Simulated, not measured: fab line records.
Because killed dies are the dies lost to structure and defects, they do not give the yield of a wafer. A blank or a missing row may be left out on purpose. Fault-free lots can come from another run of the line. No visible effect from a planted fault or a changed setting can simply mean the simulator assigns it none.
Comparing a struck lot with a sound one ; flow nandHarc ; 14 out of 1159 route steps
Sound: these wafers, L428.1, L428.2, L428.5. Wafers L416.1, L416.3, L416.5 were the ones struck. At the end, the cause is stated.
Order at every step that has rows: each side's tool, ch and its chambers, its first start. Under that, the readings that differ: sound wafers ; struck wafers ; difference of the means ; sigmas: that difference in standard deviations of wafers without a fault.
alike: same words and numbers on both sides, and readings whose means sit less than 2 such deviations apart. not compared: any withheld reading, any reading some wafer has no value for, any bound like >300 that may hide the same value, and any number with overlapping values for which the record gives no deviation.
A row with sigmas, a row that says differs or no value, or rows on one side alone: a step with any of these is where the two part. Numbers that have no deviation but don't overlap get no sigmas and don't part them. A reading missing from all wafers of one side parts the sides only when that side holds two or more wafers.

first, 1 step without rows for these wafers: NHARC_A_CONTACT_ETCH_48 (etches the open film in CF4, target depth 39 nm, time 65 s).
NHARC_A_CONTACT_ETCH_49: etches the open film in N2/H2, target depth 260 nm, time 475.3 s.
  sound on rieDiel-13 ch 0,1,2; struck on rieDiel-01 ch 0,1
  alike: biasW, chamberPressureMTorr, drypumpMotorCurrentA, h2FlowSccm, oesProductAu, rfVppV, showerheadPlenumPTorr, throttleValvePct
  not compared: rfHoursCounterH
then, 1 step without rows for these wafers: NHARC_A_CONTACT_ETCH_50 (etches the open film in CF4/CHF3, target depth 84.7 nm, time 42.4 s).
NHARC_A_CONTACT_ETCH_51: etches the open film in O2/COS, target depth 3600 nm, time 936 s.
  sound on rieDiel-13 ch 0,3; struck on rieDiel-01 ch 0,2,3
  alike: biasW, chamberPressureMTorr, drypumpMotorCurrentA, oesProductAu, rfVppV, showerheadPlenumPTorr, throttleValvePct
  not compared: rfHoursCounterH
then, 1 step without rows for these wafers: NHARC_A_CONTACT_ETCH_111 (etches the open film in C4F8/O2/Ar, time 140 s, target depth 700 nm).
NHARC_A_CONTACT_ETCH_112: etches the open film in C4F8/O2/Ar, time 94 s, target depth 922 nm.
  sound on harCapEtch-02 ch 0,1, day 22 00:36; struck on harCapEtch-03 ch 1, day 20 14:12
  alike: chamberPressureMTorr, oesAirLineAu
  not compared: rfHoursCounterH
then, 4 steps without rows for these wafers: NHARC_A_CONTACT_ETCH_113 (etches the open film in C4F8/O2/Ar, time 94 s, target depth 922 nm); NHARC_A_CONTACT_ETCH_114 (etches the open film in C4F8/O2/Ar, time 94 s, target depth 922 nm); NHARC_A_CONTACT_ETCH_115 (etches the open film in C4F8/O2/Ar, time 94 s, target depth 922 nm); NHARC_A_CONTACT_ETCH_116 (etches the open film in C4F8/O2/Ar, time 94 s, target depth 922 nm).
NHARC_A_CONTACT_ETCH_117: etches the open film in C4F8/O2/Ar, time 94 s, target depth 922 nm.
  sound on harCapEtch-02 ch 0,1, day 22 01:03; struck on harCapEtch-03 ch 1, day 20 14:39
  alike: chamberPressureMTorr, oesAirLineAu
  not compared: rfHoursCounterH
then, 1 step without rows for these wafers: NHARC_A_CONTACT_ETCH_118 (etches the open film in C4F8/O2/Ar, time 94 s, target depth 922 nm).
NHARC_A_CONTACT_ETCH_119: etches the open film in C4F8/O2/Ar, time 94 s, target depth 922 nm.
  sound on harCapEtch-02 ch 0,1, day 22 01:14; struck on harCapEtch-03 ch 1, day 20 14:50
  no value came back on the struck wafers for chamberPressureMTorr (mTorr), oesAirLineAu (a.u.); on the sound wafers chamberPressureMTorr (mTorr) reads 20.030 19.996 20.000
  not compared: rfHoursCounterH
NHARC_A_CONTACT_ETCH_120: etches the open film in C4F8/O2/Ar, time 94 s, target depth 922 nm.
  sound on harCapEtch-02 ch 0,1, day 22 01:19; struck on harCapEtch-03 ch 1, day 20 14:56
  alike: chamberPressureMTorr, oesAirLineAu
  not compared: rfHoursCounterH

## WHERE THEY PART
At NHARC_A_CONTACT_ETCH_119 and nowhere else, as far as this record goes. Later steps at which nothing parts them and some readings are alike: NHARC_A_CONTACT_ETCH_120.

WHY: what the simulator had put in
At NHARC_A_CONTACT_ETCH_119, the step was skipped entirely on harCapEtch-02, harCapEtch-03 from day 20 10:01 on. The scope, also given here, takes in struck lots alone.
